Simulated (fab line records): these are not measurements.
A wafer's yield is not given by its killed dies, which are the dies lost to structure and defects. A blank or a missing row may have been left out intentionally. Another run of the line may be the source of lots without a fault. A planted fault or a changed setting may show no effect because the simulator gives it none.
Split-lot trial	flow n5 finfet	39 wafers read from 7 lots, route of 1938 steps

## SPLIT DETAILS
At N5_BEOL_M6_VIA_ETCH_34 (etches SiCOH lowk in C4F6/O2, target depth 126.3 nm, time 50.9 s), the setting target depth a was moved away from the recipe's 1263 angstrom on 12 of the 39 wafers read, by -56.5% to +45.7%. This setting was run at the recipe's value on the other wafers.

Reading taken at the split's own step.

## THE READING
BEOL_M6.cd nm (the simulator's own value, which no gauge read), in nm, at N5_BEOL_M6_VIA_ETCH_34 (etches SiCOH lowk in C4F6/O2, target depth 126.3 nm, time 50.9 s). The file does not state a usual value for it. The 27 wafers here that ran the recipe average 39.9 nm, standard deviation 0.23 nm.

wafer	tool, chamber at the split	target depth a as run, angstrom	against the recipe	BEOL_M6.cd nm, nm	against lot-mates on the recipe
L074.1	rie diel-04, 1	1263	recipe	40	-
L074.2	rie diel-04, 3	1263	recipe	40.4	-
L074.3	rie diel-04, 0	1263	recipe	40.2	-
L074.4	rie diel-04, 2	1263	recipe	40.2	-
L074.5	rie diel-04, 1	1263	recipe	39.8	-
L074.6	rie diel-04, 0	1263	recipe	40	-
L079.1	rie diel-04, 2	1263	recipe	40	-
L079.2	rie diel-04, 0	654.4	-48.2%	39.4	-0.6
L079.3	rie diel-04, 3	654.4	-48.2%	39.4	-0.6
L079.4	rie diel-04, 1	1263	recipe	40	-
L079.5	rie diel-04, 3	1263	recipe	40	-
L079.6	rie diel-04, 0	654.4	-48.2%	39.6	-0.4
L077.1	rie diel-04, 1	1263	recipe	39.8	-
L077.2	rie diel-04, 2	1263	recipe	39.8	-
L077.3	rie diel-04, 3	1263	recipe	39.8	-
L077.4	rie diel-04, 0	1263	recipe	40	-
L077.5	rie diel-04, 2	1263	recipe	39.8	-
L077.6	rie diel-04, 1	1263	recipe	39.8	-
L081.1	rie diel-04, 0	1263	recipe	40	-
L081.2	rie diel-04, 1	1263	recipe	40	-
L081.4	rie diel-04, 3	1263	recipe	40	-
L083.1	rie diel-02, 3	1263	recipe	39.8	-
L083.2	rie diel-02, 1	1263	recipe	40.2	-
L083.3	rie diel-02, 2	1263	recipe	40.2	-
L083.4	rie diel-02, 0	633.1	-49.9%	39.4	-0.7
L083.5	rie diel-02, 2	633.1	-49.9%	39.4	-0.7
L083.6	rie diel-02, 1	633.1	-49.9%	39.4	-0.7
L091.1	rie diel-02, 3	1263	recipe	39.4	-
L091.2	rie diel-02, 1	1263	recipe	39.6	-
L091.3	rie diel-02, 2	549.1	-56.5%	39	-0.5
L091.4	rie diel-02, 0	549.1	-56.5%	39	-0.5
L091.5	rie diel-02, 2	549.1	-56.5%	39	-0.5
L091.6	rie diel-02, 3	1263	recipe	39.4	-
L092.1	rie diel-04, 1	1840	+45.7%	40.6	+0.5
L092.2	rie diel-04, 0	1840	+45.7%	40.6	+0.5
L092.3	rie diel-04, 2	1840	+45.7%	40.8	+0.7
L092.4	rie diel-04, 3	1263	recipe	40	-
L092.5	rie diel-04, 3	1263	recipe	40.2	-
L092.6	rie diel-04, 0	1263	recipe	40.2	-

FIT RESULTS
A straight line over all 39 wafers: BEOL_M6.cd nm changes by +0.0138 nm for each +1% of target depth a; r = +0.86; the points scatter about the line by 0.22 nm.
The same after taking each lot's own level away (the mean of its wafers on the recipe; 39 wafers): +0.0109 nm for each +1%; r = +0.92; scatter 0.13 nm.
According to that fit, moving target depth a by its largest amount changes the reading by 0.62 nm.
The lots' own levels span 39.47 to 40.13 nm, that is 2.8 times the standard deviation above.
So the slope is not independent of the lot-to-lot level: the two fits are not the same.
Check: for one of the wafers moved furthest among these (-56.5%), held out of the fit, the line's prediction against its lot-mates is -0.631 nm. It came out at -0.467 nm against them.

## THE OTHER SPLITS THESE WAFERS WENT THROUGH
Other splits were also applied to these wafers ahead of the reading. Each is held against what the fit with the lots' levels taken away leaves over:
other split on the same wafers	wafers away from the commonest value	r with BEOL_M6.cd nm (lot level and that fit taken away)
N5_BEOL_M2_TRENCH_ETCH_37 time s	15	+0.12
N5_BEOL_M4_VIA_ETCH_34 target depth a	15	-0.04

## THE WHOLE CHAIN: every reading that the file lists as answering this split, in the file's order
step	what it does	reading	change (the file's fit)	r (the file's)
N5_BEOL_M6_VIA_ETCH_34	etches SiCOH lowk in C4F6/O2, target depth 126.3 nm, time 50.9 s	etch.depth nm (the simulator's own value, which no gauge read)	+1.24 nm for each +1% of the setting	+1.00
N5_BEOL_M6_VIA_ETCH_34	etches SiCOH lowk in C4F6/O2, target depth 126.3 nm, time 50.9 s	SOC_of_BEOL_M6_COAT_63.thk nm (the simulator's own value, which no gauge read)	-0.0599 nm for each +1% of the setting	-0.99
N5_BEOL_M6_VIA_ETCH_34	etches SiCOH lowk in C4F6/O2, target depth 126.3 nm, time 50.9 s	BEOL_M6.cd nm (the simulator's own value, which no gauge read)	+0.0109 nm for each +1% of the setting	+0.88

## THE FILE'S OWN FIT
BEOL_M6.cd nm changes by +0.0109 nm for each +1% of target depth a, r = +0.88.
